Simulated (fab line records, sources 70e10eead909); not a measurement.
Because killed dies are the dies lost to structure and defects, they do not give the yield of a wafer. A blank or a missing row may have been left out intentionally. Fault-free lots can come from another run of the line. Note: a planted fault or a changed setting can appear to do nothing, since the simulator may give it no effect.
Which tool was responsible? / flow nand harc / 24 lots, 72 wafers sampled, at 6 steps of a route of 1302

== WHAT THE GAUGES SHOWED, per wafer ==
NHARC_HYBRID_BOND_INSPECT_06: inspects for defects (ir void).
lot=L074; measured=day 23 19:21; on=defect inspect-02; raw defect count=30 16 22
lot=L075; measured=day 23 19:21; on=defect inspect-01; raw defect count=141 170 160
lot=L077; measured=day 24 15:01; on=defect inspect-01; raw defect count=119 129 116
lot=L076; measured=day 24 15:01; on=defect inspect-02; raw defect count=81 73 69
lot=L078; measured=day 24 23:32; on=defect inspect-01; raw defect count=75 71 70
lot=L079; measured=day 25 07:49; on=defect inspect-02; raw defect count=133 142 144
lot=L080; measured=day 26 05:07; on=defect inspect-01; raw defect count=61 72 77
lot=L081; measured=day 26 05:07; on=defect inspect-02; raw defect count=102 72 74
lot=L082; measured=day 26 21:11; on=defect inspect-02; raw defect count=33 37 26
lot=L083; measured=day 27 08:16; on=defect inspect-01; raw defect count=142 126 143
lot=L084; measured=day 28 08:01; on=defect inspect-01; raw defect count=80 55 65
lot=L085; measured=day 28 08:03; on=defect inspect-01; raw defect count=105 120 122
lot=L086; measured=day 28 08:01; on=defect inspect-02; raw defect count=37 47 59
lot=L087; measured=day 28 23:00; on=defect inspect-02; raw defect count=85 89 67
lot=L089; measured=day 29 16:35; on=defect inspect-02; raw defect count=71 110 109
lot=L088; measured=day 29 23:44; on=defect inspect-01; raw defect count=158 144 162
lot=L091; measured=day 30 06:44; on=defect inspect-02; raw defect count=84 84 93
lot=L090; measured=day 31 03:37; on=defect inspect-01; raw defect count=103 114 123
lot=L092; measured=day 31 22:44; on=defect inspect-02; raw defect count=64 76 72
lot=L095; measured=day 31 22:44; on=defect inspect-01; raw defect count=47 49 40
lot=L093; measured=day 31 22:46; on=defect inspect-01; raw defect count=89 104 73
lot=L094; measured=day 31 22:46; on=defect inspect-02; raw defect count=109 119 107
lot=L096; measured=day 32 11:32; on=defect inspect-01; raw defect count=74 89 81
lot=L097; measured=day 33 05:30; on=defect inspect-02; raw defect count=36 37 30

== EACH LOT AND THE TOOL THAT RAN IT (in order: tool; ch and the chambers of the sampled wafers; start) ==
lot=L074; NHARC_A_CONTACT_CMP_20=cmp-01 ch 0,2, day 22 17:26; NHARC_A_M0_PVD_20=pvd sputter-02, day 23 02:37 or earlier; NHARC_A_M1_ETCH_35=rie diel-11 ch 1,2,3, day 23 02:37; NHARC_A_M1_ANNEAL_31=rtp anneal-02 ch 0, day 23 04:17; NHARC_A_M1_PRE_CLEAN_32=pecvd-04 ch 0,1, day 23 05:10
lot=L075; NHARC_A_CONTACT_CMP_20=cmp-01 ch 1,2,3, day 22 18:39; NHARC_A_M0_PVD_20=pvd sputter-01, day 23 03:36 or earlier; NHARC_A_M1_ETCH_35=rie diel-04 ch 0,2,3, day 23 03:36; NHARC_A_M1_ANNEAL_31=rtp anneal-02 ch 0, day 23 05:20; NHARC_A_M1_PRE_CLEAN_32=pecvd-04 ch 1,2, day 23 06:13
lot=L077; NHARC_A_CONTACT_CMP_20=cmp-03 ch 0,1,2, day 23 13:07; NHARC_A_M0_PVD_20=pvd sputter-01, day 23 22:22 or earlier; NHARC_A_M1_ETCH_35=rie diel-11 ch 0,3, day 23 22:22; NHARC_A_M1_ANNEAL_31=rtp anneal-01 ch 0, day 24 00:02; NHARC_A_M1_PRE_CLEAN_32=pecvd-02 ch 0,1, day 24 00:56
lot=L076; NHARC_A_CONTACT_CMP_20=cmp-02 ch 0,1,3, day 23 13:47; NHARC_A_M0_PVD_20=pvd sputter-02, day 23 22:56 or earlier; NHARC_A_M1_ETCH_35=rie diel-11 ch 0,1,2, day 23 22:56; NHARC_A_M1_ANNEAL_31=rtp anneal-01 ch 0, day 24 00:39; NHARC_A_M1_PRE_CLEAN_32=pecvd-01 ch 1,2, day 24 01:28
lot=L078; NHARC_A_CONTACT_CMP_20=cmp-01 ch 1,2, day 23 19:52; NHARC_A_M0_PVD_20=pvd sputter-03, day 24 05:08 or earlier; NHARC_A_M1_ETCH_35=rie diel-11 ch 0,2,3, day 24 05:08; NHARC_A_M1_ANNEAL_31=rtp anneal-01 ch 0, day 24 07:02; NHARC_A_M1_PRE_CLEAN_32=pecvd-02 ch 0,1,2, day 24 07:48
lot=L079; NHARC_A_CONTACT_CMP_20=cmp-03 ch 0,1,3, day 24 05:41; NHARC_A_M0_PVD_20=pvd sputter-02, day 24 15:06 or earlier; NHARC_A_M1_ETCH_35=rie diel-11 ch 0,3, day 24 15:06; NHARC_A_M1_ANNEAL_31=rtp anneal-02 ch 0, day 24 16:50; NHARC_A_M1_PRE_CLEAN_32=pecvd-04 ch 1,2, day 24 17:42
lot=L080; NHARC_A_CONTACT_CMP_20=cmp-02 ch 0,1, day 25 00:57; NHARC_A_M0_PVD_20=pvd sputter-02, day 25 10:07 or earlier; NHARC_A_M1_ETCH_35=rie diel-08 ch 0,1,3, day 25 10:07; NHARC_A_M1_ANNEAL_31=rtp anneal-02 ch 0, day 25 11:46; NHARC_A_M1_PRE_CLEAN_32=pecvd-02 ch 0,1,2, day 25 12:40
lot=L081; NHARC_A_CONTACT_CMP_20=cmp-02 ch 1,3, day 25 02:13; NHARC_A_M0_PVD_20=pvd sputter-02, day 25 11:19 or earlier; NHARC_A_M1_ETCH_35=rie diel-04 ch 0,3, day 25 11:19; NHARC_A_M1_ANNEAL_31=rtp anneal-01 ch 0, day 25 13:00; NHARC_A_M1_PRE_CLEAN_32=pecvd-01 ch 0,2, day 25 13:54
lot=L082; NHARC_A_CONTACT_CMP_20=cmp-03 ch 1,2,3, day 25 16:19; NHARC_A_M0_PVD_20=pvd sputter-02, day 26 01:30 or earlier; NHARC_A_M1_ETCH_35=rie diel-11 ch 0,2,3, day 26 01:30; NHARC_A_M1_ANNEAL_31=rtp anneal-01 ch 0, day 26 03:10; NHARC_A_M1_PRE_CLEAN_32=pecvd-04 ch 1,2, day 26 04:04
lot=L083; NHARC_A_CONTACT_CMP_20=cmp-03 ch 0,1, day 26 03:46; NHARC_A_M0_PVD_20=pvd sputter-01, day 26 12:50 or earlier; NHARC_A_M1_ETCH_35=rie diel-08 ch 0,1, day 26 12:50; NHARC_A_M1_ANNEAL_31=rtp anneal-01 ch 0, day 26 14:31; NHARC_A_M1_PRE_CLEAN_32=pecvd-02 ch 0,1,2, day 26 15:24
lot=L084; NHARC_A_CONTACT_CMP_20=cmp-03 ch 0,2,3, day 27 03:30; NHARC_A_M0_PVD_20=pvd sputter-01, day 27 12:46 or earlier; NHARC_A_M1_ETCH_35=rie diel-11 ch 0,2,3, day 27 12:46; NHARC_A_M1_ANNEAL_31=rtp anneal-01 ch 0, day 27 14:30; NHARC_A_M1_PRE_CLEAN_32=pecvd-02 ch 0,1,2, day 27 15:42
lot=L085; NHARC_A_CONTACT_CMP_20=cmp-03 ch 0,1,2, day 27 05:14; NHARC_A_M0_PVD_20=pvd sputter-03, day 27 14:22 or earlier; NHARC_A_M1_ETCH_35=rie diel-11 ch 1,2, day 27 14:22; NHARC_A_M1_ANNEAL_31=rtp anneal-01 ch 0, day 27 16:07; NHARC_A_M1_PRE_CLEAN_32=pecvd-02 ch 1,2, day 27 17:11
lot=L086; NHARC_A_CONTACT_CMP_20=cmp-03 ch 0,1,2, day 27 06:53; NHARC_A_M0_PVD_20=pvd sputter-03, day 27 16:32 or earlier; NHARC_A_M1_ETCH_35=rie diel-08 ch 0,1,2, day 27 16:32; NHARC_A_M1_ANNEAL_31=rtp anneal-02 ch 0, day 27 18:16; NHARC_A_M1_PRE_CLEAN_32=pecvd-01 ch 0,1,2, day 27 19:09
lot=L087; NHARC_A_CONTACT_CMP_20=cmp-02 ch 2,3, day 27 18:41; NHARC_A_M0_PVD_20=pvd sputter-02, day 28 03:40 or earlier; NHARC_A_M1_ETCH_35=rie diel-11 ch 1,2,3, day 28 03:40; NHARC_A_M1_ANNEAL_31=rtp anneal-01 ch 0, day 28 05:29; NHARC_A_M1_PRE_CLEAN_32=pecvd-04 ch 0,1,2, day 28 06:15
lot=L089; NHARC_A_CONTACT_CMP_20=cmp-01 ch 0,1, day 28 12:26; NHARC_A_M0_PVD_20=pvd sputter-02, day 28 21:53 or earlier; NHARC_A_M1_ETCH_35=rie diel-11 ch 0,2, day 28 21:53; NHARC_A_M1_ANNEAL_31=rtp anneal-01 ch 0, day 28 23:41; NHARC_A_M1_PRE_CLEAN_32=pecvd-02 ch 1,2, day 29 00:28
lot=L088; NHARC_A_CONTACT_CMP_20=cmp-01 ch 0,1,3, day 28 21:14; NHARC_A_M0_PVD_20=pvd sputter-01, day 29 06:11 or earlier; NHARC_A_M1_ETCH_35=rie diel-08 ch 0,2,3, day 29 06:11; NHARC_A_M1_ANNEAL_31=rtp anneal-01 ch 0, day 29 07:51; NHARC_A_M1_PRE_CLEAN_32=pecvd-04 ch 0,2, day 29 08:44
lot=L091; NHARC_A_CONTACT_CMP_20=cmp-02 ch 0,1,3, day 29 03:33; NHARC_A_M0_PVD_20=pvd sputter-02, day 29 12:44 or earlier; NHARC_A_M1_ETCH_35=rie diel-11 ch 0,1, day 29 12:44; NHARC_A_M1_ANNEAL_31=rtp anneal-01 ch 0, day 29 14:25; NHARC_A_M1_PRE_CLEAN_32=pecvd-04 ch 1,2, day 29 15:17
lot=L090; NHARC_A_CONTACT_CMP_20=cmp-01 ch 1,2, day 29 22:16; NHARC_A_M0_PVD_20=pvd sputter-03, day 30 07:58 or earlier; NHARC_A_M1_ETCH_35=rie diel-11 ch 0,2, day 30 07:58; NHARC_A_M1_ANNEAL_31=rtp anneal-02 ch 0, day 30 09:42; NHARC_A_M1_PRE_CLEAN_32=pecvd-01 ch 1,2, day 30 10:35
lot=L092; NHARC_A_CONTACT_CMP_20=cmp-02 ch 0,1,2, day 30 07:52; NHARC_A_M0_PVD_20=pvd sputter-02, day 30 20:27 or earlier; NHARC_A_M1_ETCH_35=rie diel-08 ch 1,3, day 30 20:27; NHARC_A_M1_ANNEAL_31=rtp anneal-01 ch 0, day 30 22:08; NHARC_A_M1_PRE_CLEAN_32=pecvd-02 ch 0,1,2, day 30 23:20
lot=L095; NHARC_A_CONTACT_CMP_20=cmp-02 ch 0,2,3, day 30 16:49; NHARC_A_M0_PVD_20=pvd sputter-01, day 31 02:29 or earlier; NHARC_A_M1_ETCH_35=rie diel-11 ch 0,2, day 31 02:29; NHARC_A_M1_ANNEAL_31=rtp anneal-02 ch 0, day 31 04:08; NHARC_A_M1_PRE_CLEAN_32=pecvd-01 ch 0,1,2, day 31 05:01
lot=L093; NHARC_A_CONTACT_CMP_20=cmp-02 ch 0,1, day 30 21:41; NHARC_A_M0_PVD_20=pvd sputter-02, day 31 06:49 or earlier; NHARC_A_M1_ETCH_35=rie diel-11 ch 0,3, day 31 06:49; NHARC_A_M1_ANNEAL_31=rtp anneal-02 ch 0, day 31 08:28; NHARC_A_M1_PRE_CLEAN_32=pecvd-01 ch 0,1, day 31 09:22
lot=L094; NHARC_A_CONTACT_CMP_20=cmp-03 ch 0,1,2, day 30 21:50; NHARC_A_M0_PVD_20=pvd sputter-03, day 31 07:16 or earlier; NHARC_A_M1_ETCH_35=rie diel-04 ch 0,2, day 31 07:16; NHARC_A_M1_ANNEAL_31=rtp anneal-02 ch 0, day 31 08:59; NHARC_A_M1_PRE_CLEAN_32=pecvd-04 ch 0,2, day 31 09:52
lot=L096; NHARC_A_CONTACT_CMP_20=cmp-01 ch 0,1,2, day 31 06:04; NHARC_A_M0_PVD_20=pvd sputter-03, day 31 15:47 or earlier; NHARC_A_M1_ETCH_35=rie diel-08 ch 1,2,3, day 31 15:47; NHARC_A_M1_ANNEAL_31=rtp anneal-02 ch 0, day 31 17:31; NHARC_A_M1_PRE_CLEAN_32=pecvd-01 ch 0,2, day 31 18:26
lot=L097; NHARC_A_CONTACT_CMP_20=cmp-03 ch 0,1,2, day 32 03:45; NHARC_A_M0_PVD_20=pvd sputter-01, day 32 13:05 or earlier; NHARC_A_M1_ETCH_35=rie diel-04 ch 0,3, day 32 13:05; NHARC_A_M1_ANNEAL_31=rtp anneal-01 ch 0, day 32 14:50; NHARC_A_M1_PRE_CLEAN_32=pecvd-01 ch 0,1,2, day 32 15:43
- NHARC_A_CONTACT_CMP_20: polishes, t overpolish 30 s, target thk 300 nm.
- NHARC_A_M0_PVD_20: deposits TaN, target thk 5 nm, time 8.06 s.
- NHARC_A_M1_ETCH_35: etches the open film in N2/H2, target depth 40 nm, overetch 12 nm, time 43.94 s.
- NHARC_A_M1_ANNEAL_31: time 90 s.
- NHARC_A_M1_PRE_CLEAN_32: time 12 s.

== WHAT THE TOOLS THEMSELVES READ (means of the sampled wafers that have a number; where no wafer has one, the mark that the record gives instead) ==
NHARC_A_CONTACT_CMP_20.
lot=L074; tool=cmp-01; motor current A (A)=12.6; overpolish run s (s)=30.009; time to endpoint s (s)=59.8
lot=L075; tool=cmp-01; motor current A (A)=12.9; overpolish run s (s)=29.995; time to endpoint s (s)=58.3
lot=L077; tool=cmp-03; motor current A (A)=12.4; overpolish run s (s)=30.000; time to endpoint s (s)=60.7
lot=L076; tool=cmp-02; motor current A (A)=12.2; overpolish run s (s)=30.002; time to endpoint s (s)=60.8
lot=L078; tool=cmp-01; motor current A (A)=12.9; overpolish run s (s)=30.006; time to endpoint s (s)=55.6
lot=L079; tool=cmp-03; motor current A (A)=12.4; overpolish run s (s)=30.001; time to endpoint s (s)=60.8
lot=L080; tool=cmp-02; motor current A (A)=12.7; overpolish run s (s)=29.996; time to endpoint s (s)=59.0
lot=L081; tool=cmp-02; motor current A (A)=11.7; overpolish run s (s)=29.996; time to endpoint s (s)=58.6
lot=L082; tool=cmp-03; motor current A (A)=11.6; overpolish run s (s)=29.993; time to endpoint s (s)=59.4
lot=L083; tool=cmp-03; motor current A (A)=13.5; overpolish run s (s)=29.995; time to endpoint s (s)=59.6
lot=L084; tool=cmp-03; motor current A (A)=11.7; overpolish run s (s)=30.000; time to endpoint s (s)=56.7
lot=L085; tool=cmp-03; motor current A (A)=12.5; overpolish run s (s)=29.997; time to endpoint s (s)=57.1
lot=L086; tool=cmp-03; motor current A (A)=12.8; overpolish run s (s)=29.997; time to endpoint s (s)=57.7
lot=L087; tool=cmp-02; motor current A (A)=12.6; overpolish run s (s)=30.000; time to endpoint s (s)=56.2
lot=L089; tool=cmp-01; motor current A (A)=13.1; overpolish run s (s)=30.001; time to endpoint s (s)=61.3
lot=L088; tool=cmp-01; motor current A (A)=12.6; overpolish run s (s)=29.998; time to endpoint s (s)=59.3
lot=L091; tool=cmp-02; motor current A (A)=12.0; overpolish run s (s)=30.006; time to endpoint s (s)=59.0
lot=L090; tool=cmp-01; motor current A (A)=13.2; overpolish run s (s)=29.995; time to endpoint s (s)=62.1
lot=L092; tool=cmp-02; motor current A (A)=12.3; overpolish run s (s)=30.004; time to endpoint s (s)=59.1
lot=L095; tool=cmp-02; motor current A (A)=12.3; overpolish run s (s)=30.000; time to endpoint s (s)=59.8
lot=L093; tool=cmp-02; motor current A (A)=12.1; overpolish run s (s)=30.003; time to endpoint s (s)=56.5
lot=L094; tool=cmp-03; motor current A (A)=12.3; overpolish run s (s)=29.999; time to endpoint s (s)=64.4
lot=L096; tool=cmp-01; motor current A (A)=12.8; overpolish run s (s)=30.003; time to endpoint s (s)=57.8
lot=L097; tool=cmp-03; motor current A (A)=12.6; overpolish run s (s)=30.000; time to endpoint s (s)=59.7

NHARC_A_M0_PVD_20.
lot=L074; tool=pvd sputter-02; throttle valve pct (%)=31.2
lot=L075; tool=pvd sputter-01; throttle valve pct (%)=29.8
lot=L077; tool=pvd sputter-01; throttle valve pct (%)=28.9
lot=L076; tool=pvd sputter-02; throttle valve pct (%)=31.2
lot=L078; tool=pvd sputter-03; throttle valve pct (%)=29.4
lot=L079; tool=pvd sputter-02; throttle valve pct (%)=31.2
lot=L080; tool=pvd sputter-02; throttle valve pct (%)=31.3
lot=L081; tool=pvd sputter-02; throttle valve pct (%)=31.1
lot=L082; tool=pvd sputter-02; throttle valve pct (%)=31.4
lot=L083; tool=pvd sputter-01; throttle valve pct (%)=30.7
lot=L084; tool=pvd sputter-01; throttle valve pct (%)=28.8
lot=L085; tool=pvd sputter-03; throttle valve pct (%)=28.7
lot=L086; tool=pvd sputter-03; throttle valve pct (%)=29.4
lot=L087; tool=pvd sputter-02; throttle valve pct (%)=30.4
lot=L089; tool=pvd sputter-02; throttle valve pct (%)=30.3
lot=L088; tool=pvd sputter-01; throttle valve pct (%)=29.7
lot=L091; tool=pvd sputter-02; throttle valve pct (%)=31.2
lot=L090; tool=pvd sputter-03; throttle valve pct (%)=29.5
lot=L092; tool=pvd sputter-02; throttle valve pct (%)=31.2
lot=L095; tool=pvd sputter-01; throttle valve pct (%)=28.6
lot=L093; tool=pvd sputter-02; throttle valve pct (%)=31.6
lot=L094; tool=pvd sputter-03; throttle valve pct (%)=29.4
lot=L096; tool=pvd sputter-03; throttle valve pct (%)=29.6
lot=L097; tool=pvd sputter-01; throttle valve pct (%)=29.5

NHARC_A_M1_ETCH_35.
lot=L074; tool=rie diel-11; chamber pressure mTorr (mTorr)=29.994; drypump motor current A (A)=5.2; oes product au (a.u.)=1.005; rf vpp V (V)=428.5; showerhead plenum p Torr (Torr)=1.97; throttle valve pct (%)=14.168
lot=L075; tool=rie diel-04; chamber pressure mTorr (mTorr)=30.004; drypump motor current A (A)=5.6; oes product au (a.u.)=0.995; rf vpp V (V)=431.1; showerhead plenum p Torr (Torr)=2.06; throttle valve pct (%)=14.173
lot=L077; tool=rie diel-11; chamber pressure mTorr (mTorr)=30.005; drypump motor current A (A)=6.0; oes product au (a.u.)=1.008; rf vpp V (V)=431.1; showerhead plenum p Torr (Torr)=2.07; throttle valve pct (%)=14.177
lot=L076; tool=rie diel-11; chamber pressure mTorr (mTorr)=29.997; drypump motor current A (A)=5.8; oes product au (a.u.)=1.004; rf vpp V (V)=428.9; showerhead plenum p Torr (Torr)=1.98; throttle valve pct (%)=14.170
lot=L078; tool=rie diel-11; chamber pressure mTorr (mTorr)=29.988; drypump motor current A (A)=5.6; oes product au (a.u.)=1.003; rf vpp V (V)=430.0; showerhead plenum p Torr (Torr)=2.01; throttle valve pct (%)=14.170
lot=L079; tool=rie diel-11; chamber pressure mTorr (mTorr)=30.029; drypump motor current A (A)=5.4; oes product au (a.u.)=0.988; rf vpp V (V)=430.8; showerhead plenum p Torr (Torr)=2.06; throttle valve pct (%)=14.184
lot=L080; tool=rie diel-08; chamber pressure mTorr (mTorr)=30.007; drypump motor current A (A)=5.9; oes product au (a.u.)=1.000; rf vpp V (V)=430.7; showerhead plenum p Torr (Torr)=2.02; throttle valve pct (%)=14.173
lot=L081; tool=rie diel-04; chamber pressure mTorr (mTorr)=30.023; drypump motor current A (A)=5.6; oes product au (a.u.)=1.002; rf vpp V (V)=432.1; showerhead plenum p Torr (Torr)=2.07; throttle valve pct (%)=14.180
lot=L082; tool=rie diel-11; chamber pressure mTorr (mTorr)=29.997; drypump motor current A (A)=5.6; oes product au (a.u.)=0.995; rf vpp V (V)=429.4; showerhead plenum p Torr (Torr)=2.01; throttle valve pct (%)=14.172
lot=L083; tool=rie diel-08; chamber pressure mTorr (mTorr)=30.012; drypump motor current A (A)=6.1; oes product au (a.u.)=1.002; rf vpp V (V)=430.1; showerhead plenum p Torr (Torr)=2.04; throttle valve pct (%)=14.171
lot=L084; tool=rie diel-11; chamber pressure mTorr (mTorr)=30.007; drypump motor current A (A)=5.7; oes product au (a.u.)=1.003; rf vpp V (V)=430.4; showerhead plenum p Torr (Torr)=2.01; throttle valve pct (%)=14.174
lot=L085; tool=rie diel-11; chamber pressure mTorr (mTorr)=30.009; drypump motor current A (A)=5.4; oes product au (a.u.)=0.991; rf vpp V (V)=426.9; showerhead plenum p Torr (Torr)=1.91; throttle valve pct (%)=14.182
lot=L086; tool=rie diel-08; chamber pressure mTorr (mTorr)=30.001; drypump motor current A (A)=5.8; oes product au (a.u.)=0.999; rf vpp V (V)=429.1; showerhead plenum p Torr (Torr)=2.00; throttle valve pct (%)=14.172
lot=L087; tool=rie diel-11; chamber pressure mTorr (mTorr)=30.002; drypump motor current A (A)=5.2; oes product au (a.u.)=1.002; rf vpp V (V)=428.4; showerhead plenum p Torr (Torr)=1.96; throttle valve pct (%)=14.164
lot=L089; tool=rie diel-11; chamber pressure mTorr (mTorr)=30.016; drypump motor current A (A)=5.8; oes product au (a.u.)=0.997; rf vpp V (V)=427.5; showerhead plenum p Torr (Torr)=1.95; throttle valve pct (%)=14.168
lot=L088; tool=rie diel-08; chamber pressure mTorr (mTorr)=29.994; drypump motor current A (A)=5.7; oes product au (a.u.)=1.002; rf vpp V (V)=428.8; showerhead plenum p Torr (Torr)=1.97; throttle valve pct (%)=14.163
lot=L091; tool=rie diel-11; chamber pressure mTorr (mTorr)=29.991; drypump motor current A (A)=5.7; oes product au (a.u.)=1.001; rf vpp V (V)=428.6; showerhead plenum p Torr (Torr)=1.99; throttle valve pct (%)=14.181
lot=L090; tool=rie diel-11; chamber pressure mTorr (mTorr)=30.029; drypump motor current A (A)=5.8; oes product au (a.u.)=0.994; rf vpp V (V)=428.8; showerhead plenum p Torr (Torr)=1.95; throttle valve pct (%)=14.165
lot=L092; tool=rie diel-08; chamber pressure mTorr (mTorr)=29.981; drypump motor current A (A)=5.7; oes product au (a.u.)=0.998; rf vpp V (V)=429.5; showerhead plenum p Torr (Torr)=2.00; throttle valve pct (%)=14.169
lot=L095; tool=rie diel-11; chamber pressure mTorr (mTorr)=29.985; drypump motor current A (A)=6.2; oes product au (a.u.)=0.991; rf vpp V (V)=429.3; showerhead plenum p Torr (Torr)=2.02; throttle valve pct (%)=14.174
lot=L093; tool=rie diel-11; chamber pressure mTorr (mTorr)=30.012; drypump motor current A (A)=5.4; oes product au (a.u.)=0.993; rf vpp V (V)=430.4; showerhead plenum p Torr (Torr)=2.06; throttle valve pct (%)=14.173
lot=L094; tool=rie diel-04; chamber pressure mTorr (mTorr)=29.998; drypump motor current A (A)=5.5; oes product au (a.u.)=1.001; rf vpp V (V)=430.1; showerhead plenum p Torr (Torr)=2.03; throttle valve pct (%)=14.169
lot=L096; tool=rie diel-08; chamber pressure mTorr (mTorr)=29.980; drypump motor current A (A)=5.6; oes product au (a.u.)=1.004; rf vpp V (V)=428.1; showerhead plenum p Torr (Torr)=1.97; throttle valve pct (%)=14.169
lot=L097; tool=rie diel-04; chamber pressure mTorr (mTorr)=29.998; drypump motor current A (A)=5.7; oes product au (a.u.)=0.998; rf vpp V (V)=430.1; showerhead plenum p Torr (Torr)=2.04; throttle valve pct (%)=14.163

NHARC_A_M1_ANNEAL_31.
lot=L074; tool=rtp anneal-02; wafer_temp_C_max=226.1
lot=L075; tool=rtp anneal-02; wafer_temp_C_max=226.2
lot=L077; tool=rtp anneal-01; wafer_temp_C_max=226.8
lot=L076; tool=rtp anneal-01; wafer_temp_C_max=226.7
lot=L078; tool=rtp anneal-01; wafer_temp_C_max=226.9
lot=L079; tool=rtp anneal-02; wafer_temp_C_max=226.1
lot=L080; tool=rtp anneal-02; wafer_temp_C_max=226.0
lot=L081; tool=rtp anneal-01; wafer_temp_C_max=227.0
lot=L082; tool=rtp anneal-01; wafer_temp_C_max=226.8
lot=L083; tool=rtp anneal-01; wafer_temp_C_max=226.3
lot=L084; tool=rtp anneal-01; wafer_temp_C_max=227.1
lot=L085; tool=rtp anneal-01; wafer_temp_C_max=226.6
lot=L086; tool=rtp anneal-02; wafer_temp_C_max=225.9
lot=L087; tool=rtp anneal-01; wafer_temp_C_max=227.1
lot=L089; tool=rtp anneal-01; wafer_temp_C_max=227.0
lot=L088; tool=rtp anneal-01; wafer_temp_C_max=226.5
lot=L091; tool=rtp anneal-01; wafer_temp_C_max=226.6
lot=L090; tool=rtp anneal-02; wafer_temp_C_max=226.0
lot=L092; tool=rtp anneal-01; wafer_temp_C_max=226.9
lot=L095; tool=rtp anneal-02; wafer_temp_C_max=226.1
lot=L093; tool=rtp anneal-02; wafer_temp_C_max=226.1
lot=L094; tool=rtp anneal-02; wafer_temp_C_max=225.9
lot=L096; tool=rtp anneal-02; wafer_temp_C_max=225.9
lot=L097; tool=rtp anneal-01; wafer_temp_C_max=226.9

NHARC_A_M1_PRE_CLEAN_32.
lot=L074; tool=pecvd-04; heater power w (W)=671
lot=L075; tool=pecvd-04; heater power w (W)=558
lot=L077; tool=pecvd-02; heater power w (W)=701
lot=L076; tool=pecvd-01; heater power w (W)=672
lot=L078; tool=pecvd-02; heater power w (W)=715
lot=L079; tool=pecvd-04; heater power w (W)=576
lot=L080; tool=pecvd-02; heater power w (W)=697
lot=L081; tool=pecvd-01; heater power w (W)=606
lot=L082; tool=pecvd-04; heater power w (W)=528
lot=L083; tool=pecvd-02; heater power w (W)=687
lot=L084; tool=pecvd-02; heater power w (W)=735
lot=L085; tool=pecvd-02; heater power w (W)=612
lot=L086; tool=pecvd-01; heater power w (W)=595
lot=L087; tool=pecvd-04; heater power w (W)=579
lot=L089; tool=pecvd-02; heater power w (W)=673
lot=L088; tool=pecvd-04; heater power w (W)=641
lot=L091; tool=pecvd-04; heater power w (W)=581
lot=L090; tool=pecvd-01; heater power w (W)=658
lot=L092; tool=pecvd-02; heater power w (W)=678
lot=L095; tool=pecvd-01; heater power w (W)=589
lot=L093; tool=pecvd-01; heater power w (W)=560
lot=L094; tool=pecvd-04; heater power w (W)=607
lot=L096; tool=pecvd-01; heater power w (W)=545
lot=L097; tool=pecvd-01; heater power w (W)=539

== THE ANSWER, worked out from the rows above alone ==
Rule: what is usual is taken from the lots themselves. The widest of any qualifying gaps counts: lots, ordered by their means at a reading, are off when they make up no more than a third of the lots, leave a main group of 4 or more, and stand apart from it by 3 or more times the standard deviation of that group's means. If all means in a main group match to the digits the tables above print for the reading, that group is not used. A lot without any number at a reading at which 4 lots or more have one is off too. All remaining lots with rows at the step are treated as sound. After the gauges, taken in route order, come the tools' own readings; for these a lot's mean is taken, as printed above. At the first step where some lot is off, the reading lying furthest off is the one used; lots without a number count as furthest.
No lot is off at any reading shown: from this, nothing can be told.

== WHAT THE SIMULATOR PUT IN ==
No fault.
